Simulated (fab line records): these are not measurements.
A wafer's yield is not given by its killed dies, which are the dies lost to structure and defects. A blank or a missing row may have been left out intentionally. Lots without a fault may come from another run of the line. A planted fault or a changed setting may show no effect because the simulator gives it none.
fab line records	flow nand_harc
record: lots: 5	wafers: 15	last_day: 33
route steps=1302 shown A_STAIRCASE@729 END@1302
lots that met no fault: taken from a fault-free run of the same line
start_h: hours from the record's first day to the start of the lot's first wafer shown	wait_h: time in hours since the lot's previous step	" the same as in the row above	L1.1+2: several wafers, shown together as one row	- no value, or no start was given	* or withheld: withheld	< > ~ a bound
route shown NAME@n: NAME is a module with steps in the file, n the number in the route of the first one	usual: mean/standard deviation taken from wafers without a fault	same: alike in all rows	chamber/n: place in a boat	sites: each site's reading	_std_site: the values' standard deviation	_edge_site: inner sites' mean taken away from outer sites' mean	radius_mm: for every site, how far away it sits from the centre of the wafer	mask NAME#n: copy n	behind: the tool/chamber that last shaped the wafer	hold: reason for holding the lot/hours on hold/outcome of the hold	device: the transistor (n, p or np) that didn't switch	end of line: at the end of the route, the tests of the same wafers	a step given without rows: its recipe and nothing more	killed: not the wafer's yield, but the dies lost to structure and defects at the first sort	map: the dies of a wafer, with x for killed, . for not killed, _ for no die there
set.NAME: setting as actually run; set.NAME@STEP: the setting as run at that earlier step	model.NAME: the simulator's own value behind a step, which no gauge read
lots seen at some steps along the route; tables by step, rows by wafer
services: from which hour (start_h, from the record's first day; less than 0 if before it) a tool's chamber was out of use, for how many hours, and why
== steps ==
step: NHARC_A_STAIRCASE_PEB_215
recipe: peb_temp_c: 115	peb_time_s: 130
step: NHARC_A_STAIRCASE_DEVELOP_216
recipe: time_s: 140
step: NHARC_A_STAIRCASE_HARDBAKE_218
recipe: temp_c: 120	time_s: 140
step: NHARC_A_STAIRCASE_DESCUM_219
recipe: time_s: 3	o2_flow_sccm: 200	ar_flow_sccm: 0	bias_power_w: 0	chemistry: O2
usual: drypump_motor_current_A: 6.0/0.51	oes_product_au: 0.999/0.008	rf_vpp_V: 57.7/0.91	showerhead_plenum_p_Torr: 1.90/0.088	throttle_valve_pct: 11.310/0.0085
lot.wafer	tool	chamber	start_h	wait_h	drypump_motor_current_A	oes_product_au	rf_hours_counter_h	rf_vpp_V	showerhead_plenum_p_Torr	throttle_valve_pct
L657.1	rie_diel-11	0	433.77	-	6.2	1.001	57	58.2	1.79	11.316
L657.2	"	2	"	"	6.6	0.999	57	57.7	1.88	11.298
L657.4	"	3	"	"	6.1	0.996	57	58.3	1.94	11.310
L663.3	rie_diel-13	0	492.93	-	5.1	1.001	36	57.4	1.89	11.308
L663.2	"	1	"	"	6.6	1.002	42	57.0	1.79	11.298
L663.6	"	3	"	"	5.8	1.003	-	57.8	1.93	11.326
L672.2	rie_diel-13	0	561.09	-	5.0	0.995	10	57.9	1.89	11.298
L672.5	"	0	"	"	5.1	0.991	-	56.5	1.89	11.314
L672.6	"	1	"	"	6.6	1.021	-	56.3	1.78	11.294
L670.3	rie_diel-13	1	567.23	-	6.7	1.013	12	58.3	1.78	11.301
L670.1	"	0	"	"	5.1	1.006	12	58.6	1.89	11.304
L670.5	"	1	"	"	6.7	1.006	-	57.4	1.78	11.308
L673.3	rie_diel-08	2	582.34	-	5.5	1.004	9	57.5	1.91	11.294
L673.2	"	0	"	"	4.8	0.995	10	58.8	2.05	11.298
L673.5	"	3	"	"	6.3	0.995	-	57.6	2.03	11.303
step: NHARC_A_STAIRCASE_TRIM_220
recipe: time_s: 211.2	o2_flow_sccm: 500	ar_flow_sccm: 0	bias_w: 0	chemistry: O2
usual: drypump_motor_current_A: 6.0/0.5	oes_product_au: 0.999/0.009	rf_vpp_V: 57.7/0.94	showerhead_plenum_p_Torr: 3.53/0.16	throttle_valve_pct: 17.037/0.0091
lot.wafer	tool	chamber	start_h	wait_h	drypump_motor_current_A	oes_product_au	rf_hours_counter_h	rf_vpp_V	showerhead_plenum_p_Torr	throttle_valve_pct
L657.1	rie_diel-11	3	433.86	0.1	6.1	1.008	57	55.9	3.57	17.033
L657.2	"	0	"	"	6.2	0.997	57	56.6	3.31	17.054
L657.4	"	1	"	"	6.2	1.003	56	57.3	3.44	17.027
L663.3	rie_diel-13	1	493.00	0.1	6.6	0.990	42	56.4	3.31	17.049
L663.2	"	2	"	"	6.1	1.006	42	57.2	3.78	17.041
L663.6	"	2	"	"	6.1	1.007	-	59.7	3.78	17.026
L672.2	rie_diel-13	0	561.21	0.1	5.1	0.991	10	58.1	3.48	17.033
L672.6	"	2	"	"	6.0	1.000	-	57.9	3.77	17.041
L672.5	"	3	"	"	5.8	0.986	-	57.1	3.55	17.046
L670.3	rie_diel-13	3	567.33	0.1	5.9	0.983	10	58.6	3.55	17.041
L670.1	"	0	"	"	5.1	0.990	12	57.5	3.48	17.044
L670.5	"	3	"	"	5.8	0.984	-	58.2	3.55	17.040
L673.2	rie_diel-08	1	582.46	0.1	6.5	1.013	6	57.0	3.42	17.035
L673.3	"	3	"	"	6.2	0.991	10	58.9	3.73	17.037
L673.5	"	1	"	"	6.5	1.017	-	58.9	3.42	17.018
step: NHARC_A_STAIRCASE_ETCH_221
recipe: target_depth_a: 1000	time_s: 40.5	ion_energy_ev: 400	c4f8_flow_sccm: 20	o2_flow_sccm: 10	ar_flow_sccm: withheld	rf_w: 600	bias_w: 1000	chemistry: C4F8/O2
step: NHARC_A_STAIRCASE_TRIM_222
recipe: time_s: 211.2	o2_flow_sccm: 500	ar_flow_sccm: 0	bias_w: 0	chemistry: O2
usual: drypump_motor_current_A: 6.0/0.5	oes_product_au: 1.001/0.0095	rf_vpp_V: 57.8/0.91	showerhead_plenum_p_Torr: 3.52/0.15	throttle_valve_pct: 17.036/0.0092
lot.wafer	tool	chamber	start_h	wait_h	drypump_motor_current_A	oes_product_au	rf_hours_counter_h	rf_vpp_V	showerhead_plenum_p_Torr	throttle_valve_pct
L657.4	rie_diel-11	2	-	-	6.6	1.007	57	59.1	3.47	17.036
L657.2	"	3	"	"	6.1	1.005	58	58.1	3.57	17.046
L657.1	"	0	"	"	6.2	1.003	57	57.4	3.31	17.041
L663.2	rie_diel-13	0	-	-	5.1	0.991	36	57.9	3.49	17.056
L663.3	"	1	"	"	6.7	0.991	43	56.1	3.31	17.030
L663.6	"	3	"	"	5.9	1.001	-	59.1	3.56	17.047
L672.2	rie_diel-13	2	-	-	6.0	1.007	8	58.4	3.77	17.039
L672.5	"	0	"	"	5.1	0.986	-	57.0	3.48	17.030
L672.6	"	1	"	"	6.7	1.008	-	56.4	3.30	17.036
L670.3	rie_diel-13	3	-	-	5.8	1.001	10	58.9	3.55	17.037
L670.1	"	0	"	"	5.1	1.003	12	58.9	3.48	17.035
L670.5	"	3	"	"	5.8	0.988	-	57.6	3.55	17.033
L673.3	rie_diel-08	1	-	-	6.5	1.024	6	57.5	3.42	17.042
L673.2	"	3	"	"	6.3	0.987	11	59.9	3.73	17.038
L673.5	"	1	"	"	6.5	1.004	-	58.1	3.42	17.044
step: NHARC_A_STAIRCASE_ETCH_223
recipe: target_depth_a: 1000	time_s: 40.5	ion_energy_ev: 400	c4f8_flow_sccm: 20	o2_flow_sccm: 10	ar_flow_sccm: withheld	rf_w: 600	bias_w: 1000	chemistry: C4F8/O2
usual: oes_product_au: 0.942/0.012	rf_fwd_power_W: 592.6/2.8	rf_vpp_V: 895/5.5
lot.wafer	tool	chamber	start_h	wait_h	oes_product_au	rf_fwd_power_W	rf_hours_counter_h	rf_vpp_V
L657.4	rie_diel-11	2	-	-	0.945	595.4	57	894
L657.2	"	3	"	"	0.945	592.5	58	897
L657.1	"	0	"	"	0.928	596.0	57	887
L663.3	rie_diel-13	1	-	-	0.957	588.6	43	887
L663.2	"	0	"	"	0.950	595.3	36	894
L663.6	"	1	"	"	0.947	590.1	-	888
L672.2	rie_diel-13	2	-	-	0.961	594.4	8	906
L672.5	"	3	"	"	0.937	592.2	-	896
L672.6	"	0	"	"	0.935	596.3	-	893
L670.1	rie_diel-13	3	-	-	0.944	595.3	10	898
L670.3	"	0	"	"	0.951	597.0	12	893
L670.5	"	3	"	"	0.935	593.0	-	897
L673.2	rie_diel-08	1	-	-	0.960	591.6	6	892
L673.3	"	3	"	"	0.936	595.7	11	903
L673.5	"	2	"	"	0.960	591.2	-	895
step: NHARC_A_STAIRCASE_TRIM_224
recipe: time_s: 211.2	o2_flow_sccm: 500	ar_flow_sccm: 0	bias_w: 0	chemistry: O2
step: NHARC_A_STAIRCASE_ETCH_225
recipe: target_depth_a: 1000	time_s: 40.5	ion_energy_ev: 400	c4f8_flow_sccm: 20	o2_flow_sccm: 10	ar_flow_sccm: withheld	rf_w: 600	bias_w: 1000	chemistry: C4F8/O2
step: NHARC_A_STAIRCASE_TRIM_226
recipe: time_s: 211.2	o2_flow_sccm: 500	ar_flow_sccm: 0	bias_w: 0	chemistry: O2
usual: drypump_motor_current_A: 6.1/0.52	oes_product_au: 1.000/0.0085	rf_vpp_V: 57.8/0.94	showerhead_plenum_p_Torr: 3.52/0.16	throttle_valve_pct: 17.038/0.0086
lot.wafer	tool	chamber	start_h	wait_h	drypump_motor_current_A	oes_product_au	rf_hours_counter_h	rf_vpp_V	showerhead_plenum_p_Torr	throttle_valve_pct
L657.1	rie_diel-11	2	-	-	6.6	1.008	57	57.7	3.47	17.048
L657.2	"	3	"	"	6.1	0.985	58	58.1	3.57	17.033
L657.4	"	0	"	"	6.2	1.003	57	56.7	3.31	17.038
L663.2	rie_diel-13	2	-	-	6.1	1.010	43	60.0	3.78	17.052
L663.3	"	3	"	"	5.8	1.000	39	58.5	3.56	17.039
L663.6	"	0	"	"	5.1	1.010	-	57.6	3.49	17.034
L672.2	rie_diel-13	2	-	-	6.0	1.006	8	57.3	3.77	17.029
L672.5	"	1	"	"	6.6	1.012	-	57.6	3.30	17.019
L672.6	"	2	"	"	6.0	1.000	-	58.2	3.77	17.038
L670.3	rie_diel-13	3	-	-	5.8	0.992	10	58.3	3.55	17.034
L670.1	"	0	"	"	5.1	0.997	12	58.2	3.48	17.036
L670.5	"	2	"	"	6.0	1.008	-	56.1	3.77	17.041
L673.3	rie_diel-08	0	-	-	4.8	0.989	11	58.0	3.76	17.046
L673.2	"	1	"	"	6.5	1.008	6	58.7	3.42	17.039
L673.5	"	1	"	"	6.5	1.008	-	58.4	3.42	17.036
step: NHARC_A_STAIRCASE_ETCH_227
recipe: target_depth_a: 1000	time_s: 40.5	ion_energy_ev: 400	c4f8_flow_sccm: 20	o2_flow_sccm: 10	ar_flow_sccm: withheld	rf_w: 600	bias_w: 1000	chemistry: C4F8/O2
usual: oes_product_au: 0.944/0.015	rf_fwd_power_W: 592.4/3	rf_vpp_V: 895/5.3
lot.wafer	tool	chamber	start_h	wait_h	oes_product_au	rf_fwd_power_W	rf_hours_counter_h	rf_vpp_V
L657.1	rie_diel-11	2	434.74	-	0.943	590.9	57	895
L657.2	"	3	"	"	0.949	590.7	58	897
L657.4	"	0	"	"	0.939	597.1	57	887
L663.2	rie_diel-13	0	493.85	-	0.926	594.4	36	895
L663.3	"	1	"	"	0.935	592.5	43	888
L663.6	"	3	"	"	0.720	350.0	-	896
L672.2	rie_diel-13	3	562.04	-	0.945	588.4	9	895
L672.6	"	0	"	"	0.933	594.2	-	894
L672.5	"	1	"	"	0.939	590.2	-	887
L670.3	rie_diel-13	3	568.17	-	0.946	590.4	10	897
L670.1	"	1	"	"	0.966	589.3	12	887
L670.5	"	2	"	"	0.944	596.3	-	906
L673.3	rie_diel-08	2	583.30	-	0.951	592.4	9	897
L673.2	"	0	"	"	0.943	595.1	11	904
L673.5	"	3	"	"	0.942	597.9	-	902
step: NHARC_END_SORT_01
recipe: temp_c: 25
usual: killed_at_array: 55/17	killed_at_other: 1.1/1.6	killed_at_periphery: 3.8/2.5	killed_dies: 60/18	killed_open: 3.3/1.9	killed_short: 2.5/1.7
same: gross_dies: 677
lot.wafer	tool	chamber	start_h	wait_h	hold	killed_at_array	killed_at_other	killed_at_periphery	killed_dies	killed_open	killed_short
L657.1	prober-01	0	632.22	2.5	-	71	0	1	72	2	9
L657.2	prober-01	0	633.02	2.8	-	51	1	6	58	5	4
L657.4	prober-01	0	634.60	3.4	-	55	0	1	56	3	4
L663.2	prober-02	0	687.67	2.8	await_dispo/1.5h/release	57	1	5	63	2	4
L663.3	prober-02	0	688.48	3.1	await_dispo/1.5h/release	55	3	2	60	4	3
L663.6	prober-02	0	690.90	4.0	await_dispo/1.5h/release	667	3	7	677	3	2
L670.1	prober-01	0	772.25	2.5	-	37	0	5	42	4	3
L670.3	prober-01	0	773.86	3.1	-	26	0	3	29	3	2
L670.5	prober-01	0	775.48	3.7	-	32	0	0	32	3	2
L673.2	prober-01	0	801.23	2.8	-	37	1	3	41	4	2
L673.3	prober-01	0	802.02	3.1	-	50	0	2	52	4	3
L673.5	prober-01	0	803.58	3.6	-	46	0	2	48	2	3
killed by level:class
L657.1 A_CHANNEL_HOLE_D2:chamber_film_flake=33 A_SLIT:chamber_film_flake=18 A_CHANNEL_HOLE_D1:chamber_film_flake=5 A_WL_FILL:geometric_particle:short=3 A_DECK1_JOINT:geometric_particle:short=2 A_ONON_D2:geometric_particle:short=2 A_STAIRCASE:chamber_film_flake=2 P_GATE:geometric_particle:open=1
L657.2 A_CHANNEL_HOLE_D2:chamber_film_flake=22 A_SLIT:chamber_film_flake=19 P_ZERO_WELL:chamber_film_flake=2 P_GATE:geometric_particle:short=1 P_GATE:geometric_particle:open=1 P_M1:geometric_particle:short=1 P_M2:geometric_particle:open=1 A_SOURCE_PLATE:geometric_particle:open=1
L657.4 A_CHANNEL_HOLE_D2:chamber_film_flake=23 A_SLIT:chamber_film_flake=17 A_CHANNEL_HOLE_D1:chamber_film_flake=2 A_M1:chamber_film_flake=2 A_CHANNEL_HOLE_D1:geometric_particle:open=1 A_CHANNEL_FILL_D1:geometric_particle:open=1 A_DECK1_JOINT:geometric_particle:open=1 A_ONON_D2:geometric_particle:short=1
L663.2 A_CHANNEL_HOLE_D2:chamber_film_flake=27 A_SLIT:chamber_film_flake=13 P_CONTACT:chamber_film_flake=3 A_STAIRCASE:chamber_film_flake=3 A_WL_FILL:geometric_particle:short=2 A_CHANNEL_HOLE_D1:chamber_film_flake=2 A_DECK1_JOINT:chamber_film_flake=2 A_WL_FILL:chamber_film_flake=2
L663.3 A_CHANNEL_HOLE_D2:chamber_film_flake=24 A_SLIT:chamber_film_flake=9 A_CHANNEL_HOLE_D1:chamber_film_flake=6 A_CONTACT:chamber_film_flake=3 A_STAIRCASE:chamber_film_flake=2 A_SGD_CUT:chamber_film_flake=2 A_M0:chamber_film_flake=2 THIN_TSV:chamber_film_flake=2
L663.6 A_STAIRCASE:area_etch=621 A_SLIT:chamber_film_flake=12 A_CHANNEL_HOLE_D2:chamber_film_flake=11 A_CONTACT:chamber_film_flake=9 A_CHANNEL_HOLE_D1:chamber_film_flake=4 P_ZERO_WELL:chamber_film_flake=3 THIN_TSV:chamber_film_flake=3 A_STAIRCASE:chamber_film_flake=2
L670.1 A_SLIT:chamber_film_flake=18 A_STAIRCASE:chamber_film_flake=6 A_CHANNEL_HOLE_D1:chamber_film_flake=5 A_WL_FILL:chamber_film_flake=2 P_GATE:geometric_particle:open=1 P_GATE:geometric_particle:short=1 P_M0:geometric_particle:open=1 A_CHANNEL_HOLE_D1:geometric_particle:short=1
L670.3 A_SLIT:chamber_film_flake=14 A_CHANNEL_HOLE_D1:chamber_film_flake=3 A_CHANNEL_HOLE_D1:geometric_particle:open=2 P_GATE:chamber_film_flake=2 A_ONON_D2:geometric_particle:short=1 A_CHANNEL_HOLE_D2:geometric_particle:short=1 A_WL_FILL:geometric_particle:open=1 P_CONTACT:chamber_film_flake=1
L670.5 A_SLIT:chamber_film_flake=17 A_CHANNEL_HOLE_D1:chamber_film_flake=5 A_WL_FILL:chamber_film_flake=3 A_ONON_D2:geometric_particle:short=1 A_CHANNEL_FILL_D2:geometric_particle:open=1 A_SGD_CUT:geometric_particle:short=1 A_WL_FILL:geometric_particle:open=1 A_BLC:geometric_particle:open=1
L673.2 A_SLIT:chamber_film_flake=13 A_CONTACT:chamber_film_flake=10 A_CHANNEL_HOLE_D1:chamber_film_flake=7 P_GATE:chamber_film_flake=2 P_M0:geometric_particle:short=1 A_CHANNEL_FILL_D1:geometric_particle:short=1 A_CHANNEL_FILL_D1:geometric_particle:open=1 A_CHANNEL_FILL_D2:geometric_particle:open=1
L673.3 A_SLIT:chamber_film_flake=19 A_CHANNEL_HOLE_D1:chamber_film_flake=18 A_CONTACT:chamber_film_flake=7 P_CONTACT:geometric_particle:short=1 A_CHANNEL_HOLE_D2:geometric_particle:short=1 A_CHANNEL_FILL_D2:geometric_particle:open=1 A_WL_FILL:geometric_particle:short=1 A_WL_FILL:geometric_particle:open=1
L673.5 A_SLIT:chamber_film_flake=15 A_CONTACT:chamber_film_flake=12 A_CHANNEL_HOLE_D1:chamber_film_flake=9 A_DECK1_JOINT:chamber_film_flake=2 A_STAIRCASE:chamber_film_flake=2 P_GATE:geometric_particle:short=1 A_CHANNEL_FILL_D1:geometric_particle:short=1 A_ONON_D2:geometric_particle:open=1
map L663.6 (x killed, . not)
____________x____________
_________xxxxxxx_________
_______xxxxxxxxxxx_______
______xxxxxxxxxxxxx______
_____xxxxxxxxxxxxxxx_____
____xxxxxxxxxxxxxxxxx____
____xxxxxxxxxxxxxxxxx____
___xxxxxxxxxxxxxxxxxxx___
___xxxxxxxxxxxxxxxxxxx___
__xxxxxxxxxxxxxxxxxxxxx__
__xxxxxxxxxxxxxxxxxxxxx__
_xxxxxxxxxxxxxxxxxxxxxxx_
_xxxxxxxxxxxxxxxxxxxxxxx_
_xxxxxxxxxxxxxxxxxxxxxxx_
_xxxxxxxxxxxxxxxxxxxxxxx_
_xxxxxxxxxxxxxxxxxxxxxxx_
xxxxxxxxxxxxxxxxxxxxxxxxx
xxxxxxxxxxxxxxxxxxxxxxxxx
xxxxxxxxxxxxxxxxxxxxxxxxx
xxxxxxxxxxxxxxxxxxxxxxxxx
xxxxxxxxxxxxxxxxxxxxxxxxx
_xxxxxxxxxxxxxxxxxxxxxxx_
_xxxxxxxxxxxxxxxxxxxxxxx_
_xxxxxxxxxxxxxxxxxxxxxxx_
_xxxxxxxxxxxxxxxxxxxxxxx_
_xxxxxxxxxxxxxxxxxxxxxxx_
__xxxxxxxxxxxxxxxxxxxxx__
__xxxxxxxxxxxxxxxxxxxxx__
___xxxxxxxxxxxxxxxxxxx___
___xxxxxxxxxxxxxxxxxxx___
____xxxxxxxxxxxxxxxxx____
____xxxxxxxxxxxxxxxxx____
_____xxxxxxxxxxxxxxx_____
______xxxxxxxxxxxxx______
_______xxxxxxxxxxx_______
_________xxxxxxx_________
____________x____________
map L672.2 (x killed, . not)
____________.____________
_________......._________
_______..........._______
______.............______
_____..............._____
____.................____
____.................____
___...................___
___..............x....___
__x...........x...x....__
__x....................__
_x..............x......._
_xx...x.........xx......_
_......................._
_.x....................._
_x.............x.x......_
..............x..........
..x.............x........
..........x..............
.............x...........
.........x..x............
_...x.......xx.........._
_xx.x.xx...x...x...x...._
_.xxx...........x......._
_xxxxxx..x.............._
_.xxx.x.x..............._
__.xx..x...............__
__x.xxx.x..............__
___xxx................___
___x..................___
____.................____
____............x....____
_____.....x........._____
______.............______
_______..........._______
_________......._________
____________.____________
== services ==
tool	chamber	start_h	hours	kind
rie_diel-13	0	424.86	-	clean
rie_diel-13	1	424.86	-	clean
rie_diel-13	2	424.86	-	clean
rie_diel-13	3	424.86	-	clean
rie_diel-11	0	435.20	3.0	repair
rie_diel-11	-	435.99	9.0	pm
rie_diel-13	0	449.36	-	clean
rie_diel-13	1	449.36	-	clean
rie_diel-13	2	449.36	-	clean
rie_diel-13	3	449.36	-	clean
rie_diel-08	0	462.37	9.5	repair
rie_diel-13	0	471.12	7.6	repair
rie_diel-13	1	474.38	-	clean
rie_diel-13	2	474.38	-	clean
rie_diel-13	3	474.38	-	clean
rie_diel-11	0	485.74	1.2	repair
rie_diel-13	0	501.53	-	clean
rie_diel-13	1	501.53	-	clean
rie_diel-13	2	501.53	-	clean
rie_diel-13	3	501.53	-	clean
rie_diel-13	-	519.35	9.0	pm
rie_diel-08	-	544.93	9.0	pm
rie_diel-08	1	558.67	8.7	repair
rie_diel-13	3	570.33	8.1	repair
== key ==
first_sign: step: NHARC_A_STAIRCASE_ETCH_227	reading: rf_fwd_power_W	direction: down	sigmas: 81	usual: *	struck: *
effect: step: NHARC_A_STAIRCASE_ETCH_227	reading: oes_product_au	direction: down	sigmas: 15	usual: 0.944	struck: 0.720
effect: step: NHARC_END_SORT_01	reading: killed_at_array	direction: up	sigmas: 35	usual: 55	struck: 667
more_kills_born_at: NHARC_A_STAIRCASE_ETCH_227@rie_diel-13: 621
met_at NHARC_A_STAIRCASE_ETCH_227
struck_wafers L663.6
later_rows_left_out L663.6
tester_left_out L663
fault: kind: process_parameter_drift	tool: rie_diel-13	chamber: 3	onset_h: 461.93	steps: NHARC_A_STAIRCASE_ETCH_227	channel: rf_w	offset: *	shape: step	end_h: 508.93	acts_in: *	stated: *
tester_left_out: of these lots the tester's yield and bins aren't shown, on N5 and GAA mostly nor the transistor test; their killed dies are dies lost to structure and defects alone, not to doping, threshold or leakage, so they don't give the yield
later_rows_left_out: the simulator's readings of these wafers behind a module that went badly wrong aren't trusted and aren't shown, but for the sort
